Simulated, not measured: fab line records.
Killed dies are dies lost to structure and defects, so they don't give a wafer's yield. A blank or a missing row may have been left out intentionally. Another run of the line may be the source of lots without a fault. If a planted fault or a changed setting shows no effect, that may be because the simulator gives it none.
fab line records | flow nandHarc
record lots=7 | wafers=21 | lastDay=24
route steps=1159 shown A_ONON_D1@424 END@1159
lots untouched by any fault: they come from a run of this same line in which no faults occurred
startH: the number of hours between the record's first day and the start of the first shown wafer of the lot | waitH: hours from the lot's prior step to this one | " same as the row above | L1.1+2: a row that stands for several wafers | - no value present, or no start provided | * or withheld: withheld | < > ~ a bound
route shown NAME@n: NAME is a module with steps in the file, n the number in the route of the first one | usual: average and standard deviation across the fault-free wafers | same: alike in all rows | chamber/n: place in a boat | sites: each site's reading | _std_site: how widely they spread, as a standard deviation | _edge_site: the outer-site mean with the inner-site mean subtracted | radiusMm: how far each site lies from the wafer's centre | mask NAME#n: copy n | behind: the most recent tool/chamber to have shaped the wafer | hold: cause of the lot's hold/its duration in hours/its outcome | device: transistor that didn't switch, given as n, p or np | end of line: tests run on the same wafers once the route is complete | a step given without rows: its recipe and nothing more | killed: at the first sort, the dies lost to defects and structure; wafer yield is something else | map: a wafer's dies, x killed, . not, _ none there
set.NAME: the setting that was run; set.NAME@STEP: the one run at that earlier step | model.NAME: the simulator's own value behind a step, which no gauge read
lots at some steps of the route; a table a step, a row a wafer
services: from which hour (startH, from the record's first day; less than 0 if before it) a tool's chamber was out of use, for how many hours, and why
## steps
# step NHARC_A_ONON_D1_DEP_00
# recipe targetThkA=10000 | n2FlowSccm=2750 | n2oFlowSccm=2000 | nh3FlowSccm=500 | sih4FlowSccm=210 | tempC=400
# step NHARC_A_ONON_D1_THK_MEAS_02
# recipe thkMeasGauge=ellipsometry
# usual thkNm=999/11
lot.wafer | tool         | chamber | startH | waitH | thkNm
L811.1    | filmMetro-01 | -       | 174.95 | -     | 1001
L811.2    | "            | -       | "      | "     | 1002
L811.6    | "            | -       | "      | "     | 1000
L815.3    | filmMetro-01 | -       | 194.63 | -     | 988
L815.4    | "            | -       | "      | "     | 988
L815.5    | "            | -       | "      | "     | 989
L817.2    | filmMetro-02 | -       | 201.50 | -     | 1014
L817.4    | "            | -       | "      | "     | 1012
L817.5    | "            | -       | "      | "     | 1015
L818.2    | filmMetro-02 | -       | 214.48 | -     | 1000
L818.4    | "            | -       | "      | "     | 1001
L818.6    | "            | -       | "      | "     | 998
L821.1    | filmMetro-01 | -       | 231.46 | -     | 1003
L821.3    | "            | -       | "      | "     | 1006
L821.6    | "            | -       | "      | "     | 1003
L819.3    | filmMetro-02 | -       | 231.46 | -     | 991
L819.5    | "            | -       | "      | "     | 991
L819.6    | "            | -       | "      | "     | 991
L830.1    | filmMetro-01 | -       | 281.51 | -     | 994
L830.3    | "            | -       | "      | "     | 993
L830.5    | "            | -       | "      | "     | 992
# step NHARC_A_ONON_D1_DEP_03
# recipe targetThkA=10000 | n2FlowSccm=2750 | n2oFlowSccm=2000 | nh3FlowSccm=500 | sih4FlowSccm=210 | tempC=400
# step NHARC_A_ONON_D1_THK_MEAS_05
# recipe thkMeasGauge=ellipsometry
# usual thkNm=999/10
lot.wafer | tool         | chamber | startH | waitH | thkNm
L811.1    | filmMetro-02 | -       | 175.51 | -     | 998
L811.2    | "            | -       | "      | "     | 1000
L811.6    | "            | -       | "      | "     | 1000
L815.3    | filmMetro-02 | -       | 195.20 | -     | 1017
L815.4    | "            | -       | "      | "     | 1018
L815.5    | "            | -       | "      | "     | 1016
L817.2    | filmMetro-01 | -       | 202.06 | -     | 993
L817.4    | "            | -       | "      | "     | 991
L817.5    | "            | -       | "      | "     | 993
L818.2    | filmMetro-01 | -       | 215.04 | -     | 1004
L818.4    | "            | -       | "      | "     | 1000
L818.6    | "            | -       | "      | "     | 1001
L821.1    | filmMetro-01 | -       | 232.03 | -     | 998
L821.3    | "            | -       | "      | "     | 1000
L821.6    | "            | -       | "      | "     | 998
L819.3    | filmMetro-01 | -       | 232.03 | -     | 1004
L819.5    | "            | -       | "      | "     | 1004
L819.6    | "            | -       | "      | "     | 1004
L830.1    | filmMetro-02 | -       | 282.07 | -     | 1010
L830.3    | "            | -       | "      | "     | 1011
L830.5    | "            | -       | "      | "     | 1011
# step NHARC_A_ONON_D1_DEP_06
# recipe targetThkA=10000 | n2FlowSccm=2750 | n2oFlowSccm=2000 | nh3FlowSccm=500 | sih4FlowSccm=210 | tempC=400
# step NHARC_A_ONON_D1_THK_MEAS_08
# recipe thkMeasGauge=ellipsometry
# usual thkNm=998/8.6
lot.wafer | tool         | chamber | startH | waitH | thkNm
L811.1    | filmMetro-01 | -       | 176.08 | -     | 1009
L811.2    | "            | -       | "      | "     | 1010
L811.6    | "            | -       | "      | "     | 1007
L815.3    | filmMetro-01 | -       | 196.11 | -     | 988
L815.4    | "            | -       | "      | "     | 987
L815.5    | "            | -       | "      | "     | 987
L817.2    | filmMetro-02 | -       | 202.63 | -     | 1011
L817.4    | "            | -       | "      | "     | 1009
L817.5    | "            | -       | "      | "     | 1012
L818.2    | filmMetro-01 | -       | 215.61 | -     | 1000
L818.4    | "            | -       | "      | "     | 999
L818.6    | "            | -       | "      | "     | 999
L819.3    | filmMetro-01 | -       | 232.60 | -     | 1004
L819.5    | "            | -       | "      | "     | 1003
L819.6    | "            | -       | "      | "     | 1006
L821.1    | filmMetro-02 | -       | 232.60 | -     | 1004
L821.3    | "            | -       | "      | "     | 1005
L821.6    | "            | -       | "      | "     | 1005
L830.1    | filmMetro-01 | -       | 282.64 | -     | 993
L830.3    | "            | -       | "      | "     | 992
L830.5    | "            | -       | "      | "     | 990
# step NHARC_A_ONON_D1_DEP_09
# recipe targetThkA=10000 | n2FlowSccm=2750 | n2oFlowSccm=2000 | nh3FlowSccm=500 | sih4FlowSccm=210 | tempC=400
# step NHARC_A_ONON_D1_THK_MEAS_11
# recipe thkMeasGauge=ellipsometry
# usual thkNm=1001/9.1
lot.wafer | tool         | chamber | startH | waitH | thkNm
L811.1    | filmMetro-01 | -       | 176.64 | -     | 1011
L811.2    | "            | -       | "      | "     | 1011
L811.6    | "            | -       | "      | "     | 1012
L815.3    | filmMetro-01 | -       | 196.68 | -     | 998
L815.4    | "            | -       | "      | "     | 1000
L815.5    | "            | -       | "      | "     | 999
L817.2    | filmMetro-01 | -       | 203.19 | -     | 1007
L817.4    | "            | -       | "      | "     | 1008
L817.5    | "            | -       | "      | "     | 1008
L818.2    | filmMetro-02 | -       | 216.17 | -     | 995
L818.4    | "            | -       | "      | "     | 995
L818.6    | "            | -       | "      | "     | 994
L819.3    | filmMetro-02 | -       | 233.16 | -     | 999
L819.5    | "            | -       | "      | "     | 999
L819.6    | "            | -       | "      | "     | 998
L821.1    | filmMetro-01 | -       | 233.17 | -     | 1016
L821.3    | "            | -       | "      | "     | 1014
L821.6    | "            | -       | "      | "     | 1014
L830.1    | filmMetro-01 | -       | 283.22 | -     | 1019
L830.3    | "            | -       | "      | "     | 1018
L830.5    | "            | -       | "      | "     | 1019
# step NHARC_A_ONON_D1_DEP_12
# recipe targetThkA=10000 | n2FlowSccm=2750 | n2oFlowSccm=2000 | nh3FlowSccm=500 | sih4FlowSccm=210 | tempC=400
# step NHARC_A_ONON_D1_THK_MEAS_14
# recipe thkMeasGauge=ellipsometry
# usual thkNm=1001/10
lot.wafer | tool         | chamber | startH | waitH | thkNm
L811.1    | filmMetro-01 | -       | 177.21 | -     | 997
L811.2    | "            | -       | "      | "     | 997
L811.6    | "            | -       | "      | "     | 998
L815.3    | filmMetro-02 | -       | 197.24 | -     | 998
L815.4    | "            | -       | "      | "     | 999
L815.5    | "            | -       | "      | "     | 1000
L817.2    | filmMetro-01 | -       | 203.76 | -     | 1002
L817.4    | "            | -       | "      | "     | 1002
L817.5    | "            | -       | "      | "     | 1000
L818.2    | filmMetro-01 | -       | 216.75 | -     | 1004
L818.4    | "            | -       | "      | "     | 1004
L818.6    | "            | -       | "      | "     | 1005
L819.3    | filmMetro-01 | -       | 233.73 | -     | 980
L819.5    | "            | -       | "      | "     | 981
L819.6    | "            | -       | "      | "     | 979
L821.1    | filmMetro-02 | -       | 233.73 | -     | 1002
L821.3    | "            | -       | "      | "     | 1002
L821.6    | "            | -       | "      | "     | 1002
L830.1    | filmMetro-01 | -       | 283.78 | -     | 991
L830.3    | "            | -       | "      | "     | 988
L830.5    | "            | -       | "      | "     | 990
# step NHARC_A_ONON_D1_ANNEAL_15
# recipe tempC=750 | timeS=3600
# step NHARC_A_ONON_D1_DEP_16
# recipe targetThkA=10000 | n2FlowSccm=2750 | n2oFlowSccm=2000 | nh3FlowSccm=500 | sih4FlowSccm=210 | tempC=400
# usual n2FlowSccm=2752/8.7 | n2oFlowSccm=2000/6 | sih4FlowSccm=210.1/0.65
lot.wafer | tool         | chamber | startH | waitH | n2FlowSccm | n2oFlowSccm | sih4FlowSccm
L811.1    | pecvdOnon-04 | 0       | 187.65 | 0.1   | 2756       | 2004        | 209.8
L811.2    | "            | 0       | "      | "     | 2761       | 1992        | 209.7
L811.6    | "            | 0       | "      | "     | 2761       | 1995        | 208.5
L815.3    | pecvdOnon-02 | 0       | 203.71 | 0.3   | 2744       | 1994        | 210.0
L815.4    | "            | 0       | "      | "     | 2752       | 1997        | 210.4
L815.5    | "            | 0       | "      | "     | 2757       | 1994        | 209.0
L817.2    | pecvdOnon-01 | -       | 210.39 | 0.1   | -          | -           | -
L817.4    | "            | -       | "      | "     | -          | -           | -
L817.5    | "            | -       | "      | "     | -          | -           | -
L818.2    | pecvdOnon-02 | -       | 224.07 | 0.1   | -          | -           | -
L818.4    | "            | -       | "      | "     | -          | -           | -
L818.6    | "            | -       | "      | "     | -          | -           | -
L821.1    | pecvdOnon-02 | -       | 241.22 | 0.1   | -          | -           | -
L821.3    | "            | -       | "      | "     | -          | -           | -
L821.6    | "            | -       | "      | "     | -          | -           | -
L819.3    | pecvdOnon-01 | 0       | 241.33 | 0.2   | 2759       | 1997        | 210.5
L819.5    | "            | 0       | "      | "     | 2749       | 2005        | 210.4
L819.6    | "            | 0       | "      | "     | 2759       | 2007        | 210.2
L830.1    | pecvdOnon-02 | 0       | 291.38 | 0.1   | 2753       | 2003        | 210.1
L830.3    | "            | 0       | "      | "     | 2755       | 1999        | 209.8
L830.5    | "            | 0       | "      | "     | 2755       | 1992        | 209.6
# step NHARC_END_SORT_01
# recipe tempC=25
# usual killedAtArray=29/9.4 | killedAtOther=0.7/1.3 | killedAtPeriphery=2.9/2.1 | killedDies=32/9 | killedOpen=3.3/1.8 | killedShort=1.9/1.4
# same grossDies=677
lot.wafer | tool      | chamber | startH | waitH | killedAtArray | killedAtOther | killedAtPeriphery | killedDies | killedOpen | killedShort
L817.2    | prober-02 | 0       | 496.27 | 2.8   | 676           | 0             | 1                 | 677        | 2          | 1
L817.4    | prober-02 | 0       | 497.85 | 3.4   | 675           | 0             | 2                 | 677        | 3          | 3
L817.5    | prober-02 | 0       | 498.64 | 3.7   | 674           | 0             | 3                 | 677        | 3          | 1
L818.2    | prober-01 | 0       | 511.80 | 2.8   | 671           | 0             | 6                 | 677        | 4          | 1
L818.4    | prober-01 | 0       | 513.40 | 3.4   | 676           | 1             | 0                 | 677        | 3          | 2
L818.6    | prober-01 | 0       | 514.99 | 4.0   | 675           | 0             | 2                 | 677        | 4          | 0
L821.1    | prober-02 | 0       | 511.84 | 2.5   | 675           | 0             | 2                 | 677        | 1          | 2
L821.3    | prober-02 | 0       | 513.42 | 3.1   | 673           | 0             | 4                 | 677        | 3          | 4
L821.6    | prober-02 | 0       | 515.79 | 4.0   | 675           | 0             | 2                 | 677        | 6          | 1
# killed by level:class
L817.2 A_ONON_D1:areaDep=657 A_CHANNEL_HOLE_D1:chamberFilmFlake=8 A_CONTACT:chamberFilmFlake=6 P_CONTACT:geometricParticle:open=1 A_SGD_CUT:geometricParticle:short=1 A_M1:geometricParticle:open=1 A_ZERO_WELL:chamberFilmFlake=1 A_CHANNEL_FILL_D1:chamberFilmFlake=1
L817.4 A_ONON_D1:areaDep=653 A_CHANNEL_HOLE_D1:chamberFilmFlake=11 A_CONTACT:chamberFilmFlake=3 A_ONON_D1:geometricParticle:open=2 A_STAIRCASE:chamberFilmFlake=2 P_M0:geometricParticle:open=1 A_SOURCE_PLATE:geometricParticle:short=1 A_SGD_CUT:geometricParticle:short=1
L817.5 A_ONON_D1:areaDep=651 A_CHANNEL_HOLE_D1:chamberFilmFlake=14 A_CONTACT:chamberFilmFlake=5 A_CHANNEL_FILL_D1:geometricParticle:open=2 P_CONTACT:geometricParticle:open=1 P_CONTACT:geometricParticle:short=1 P_ZERO_WELL:chamberFilmFlake=1 A_STAIRCASE:chamberFilmFlake=1
L818.2 A_ONON_D1:areaDep=655 A_CHANNEL_HOLE_D1:chamberFilmFlake=6 P_M0:chamberFilmFlake=3 A_ZERO_WELL:chamberFilmFlake=3 A_STAIRCASE:chamberFilmFlake=2 P_GATE:geometricParticle:short=1 P_GATE:geometricParticle:open=1 A_ONON_D1:geometricParticle:open=1
L821.1 A_ONON_D1:areaDep=630 A_CHANNEL_HOLE_D1:chamberFilmFlake=16 A_SLIT:chamberFilmFlake=14 A_STAIRCASE:chamberFilmFlake=8 A_CONTACT:chamberFilmFlake=5 P_M0:geometricParticle:short=1 A_WL_FILL:geometricParticle:short=1 A_M1:geometricParticle:open=1
L818.4 A_ONON_D1:areaDep=660 A_CONTACT:chamberFilmFlake=6 A_CHANNEL_HOLE_D1:chamberFilmFlake=3 A_CONTACT:geometricParticle:open=2 A_WL_FILL:chamberFilmFlake=2 A_CHANNEL_HOLE_D1:geometricParticle:short=1 A_CHANNEL_FILL_D1:geometricParticle:short=1 STARTING-WAFER:geometricParticle:open=1
L821.3 A_ONON_D1:areaDep=626 A_SLIT:chamberFilmFlake=21 A_CHANNEL_HOLE_D1:chamberFilmFlake=8 A_STAIRCASE:chamberFilmFlake=6 A_CONTACT:chamberFilmFlake=6 P_M0:geometricParticle:open=1 A_ONON_D1:geometricParticle:short=1 A_CHANNEL_FILL_D1:geometricParticle:open=1
L818.6 A_ONON_D1:areaDep=663 A_CHANNEL_HOLE_D1:chamberFilmFlake=5 A_WL_FILL:chamberFilmFlake=2 A_CONTACT:chamberFilmFlake=2 P_CONTACT:geometricParticle:open=1 P_M2:geometricParticle:open=1 A_CONTACT:geometricParticle:open=1 A_M1:geometricParticle:open=1
L821.6 A_ONON_D1:areaDep=642 A_CHANNEL_HOLE_D1:chamberFilmFlake=13 A_SLIT:chamberFilmFlake=10 A_ONON_D1:geometricParticle:open=3 A_STAIRCASE:chamberFilmFlake=2 P_CONTACT:geometricParticle:open=1 A_SGD_CUT:geometricParticle:open=1 A_WL_FILL:geometricParticle:short=1
# map L817.2 (x killed, . not)
____________x____________
_________xxxxxxx_________
_______xxxxxxxxxxx_______
______xxxxxxxxxxxxx______
_____xxxxxxxxxxxxxxx_____
____xxxxxxxxxxxxxxxxx____
____xxxxxxxxxxxxxxxxx____
___xxxxxxxxxxxxxxxxxxx___
___xxxxxxxxxxxxxxxxxxx___
__xxxxxxxxxxxxxxxxxxxxx__
__xxxxxxxxxxxxxxxxxxxxx__
_xxxxxxxxxxxxxxxxxxxxxxx_
_xxxxxxxxxxxxxxxxxxxxxxx_
_xxxxxxxxxxxxxxxxxxxxxxx_
_xxxxxxxxxxxxxxxxxxxxxxx_
_xxxxxxxxxxxxxxxxxxxxxxx_
xxxxxxxxxxxxxxxxxxxxxxxxx
xxxxxxxxxxxxxxxxxxxxxxxxx
xxxxxxxxxxxxxxxxxxxxxxxxx
xxxxxxxxxxxxxxxxxxxxxxxxx
xxxxxxxxxxxxxxxxxxxxxxxxx
_xxxxxxxxxxxxxxxxxxxxxxx_
_xxxxxxxxxxxxxxxxxxxxxxx_
_xxxxxxxxxxxxxxxxxxxxxxx_
_xxxxxxxxxxxxxxxxxxxxxxx_
_xxxxxxxxxxxxxxxxxxxxxxx_
__xxxxxxxxxxxxxxxxxxxxx__
__xxxxxxxxxxxxxxxxxxxxx__
___xxxxxxxxxxxxxxxxxxx___
___xxxxxxxxxxxxxxxxxxx___
____xxxxxxxxxxxxxxxxx____
____xxxxxxxxxxxxxxxxx____
_____xxxxxxxxxxxxxxx_____
______xxxxxxxxxxxxx______
_______xxxxxxxxxxx_______
_________xxxxxxx_________
____________x____________
# map L818.2 (x killed, . not)
____________x____________
_________xxxxxxx_________
_______xxxxxxxxxxx_______
______xxxxxxxxxxxxx______
_____xxxxxxxxxxxxxxx_____
____xxxxxxxxxxxxxxxxx____
____xxxxxxxxxxxxxxxxx____
___xxxxxxxxxxxxxxxxxxx___
___xxxxxxxxxxxxxxxxxxx___
__xxxxxxxxxxxxxxxxxxxxx__
__xxxxxxxxxxxxxxxxxxxxx__
_xxxxxxxxxxxxxxxxxxxxxxx_
_xxxxxxxxxxxxxxxxxxxxxxx_
_xxxxxxxxxxxxxxxxxxxxxxx_
_xxxxxxxxxxxxxxxxxxxxxxx_
_xxxxxxxxxxxxxxxxxxxxxxx_
xxxxxxxxxxxxxxxxxxxxxxxxx
xxxxxxxxxxxxxxxxxxxxxxxxx
xxxxxxxxxxxxxxxxxxxxxxxxx
xxxxxxxxxxxxxxxxxxxxxxxxx
xxxxxxxxxxxxxxxxxxxxxxxxx
_xxxxxxxxxxxxxxxxxxxxxxx_
_xxxxxxxxxxxxxxxxxxxxxxx_
_xxxxxxxxxxxxxxxxxxxxxxx_
_xxxxxxxxxxxxxxxxxxxxxxx_
_xxxxxxxxxxxxxxxxxxxxxxx_
__xxxxxxxxxxxxxxxxxxxxx__
__xxxxxxxxxxxxxxxxxxxxx__
___xxxxxxxxxxxxxxxxxxx___
___xxxxxxxxxxxxxxxxxxx___
____xxxxxxxxxxxxxxxxx____
____xxxxxxxxxxxxxxxxx____
_____xxxxxxxxxxxxxxx_____
______xxxxxxxxxxxxx______
_______xxxxxxxxxxx_______
_________xxxxxxx_________
____________x____________
## services
tool         | chamber | startH | hours | kind
pecvdOnon-01 | -       | 195.04 | 13.0  | pm
pecvdOnon-04 | -       | 237.00 | 13.0  | pm
## key
firstSign step=NHARC_A_ONON_D1_DEP_16 | reading=toolRecord | direction=missing
effect step=NHARC_END_SORT_01 | reading=killedDies | direction=up | sigmas=72 | usual=32 | struck=677
moreKillsBornAt NHARC_A_ONON_D1_DEP_16@pecvdOnon-02=3876 | NHARC_A_ONON_D1_DEP_16@pecvdOnon-01=1961
metAt NHARC_A_ONON_D1_DEP_16
struckWafers L817.2,L817.4,L817.5,L818.2,L818.4,L818.6,L821.1,L821.3,L821.6
laterRowsLeftOut L817.2,L817.4,L817.5,L818.2,L818.4,L818.6,L821.1,L821.3,L821.6
testerLeftOut L817,L818,L821
onsetBetween 203.71 210.39
fault kind=skippedStepWhole | tool=pecvdOnon-01,pecvdOnon-02 | chamber=- | onsetH=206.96 | steps=NHARC_A_ONON_D1_DEP_16 | scope=struckLotsOnly
# testerLeftOut: of these lots the tester's yield and bins aren't shown, on N5 and GAA mostly nor the transistor test; their killed dies are dies lost to structure and defects alone, not to doping, threshold or leakage, so they don't give the yield
# laterRowsLeftOut: the simulator's readings of these wafers behind a module that went badly wrong aren't trusted and aren't shown, but for the sort
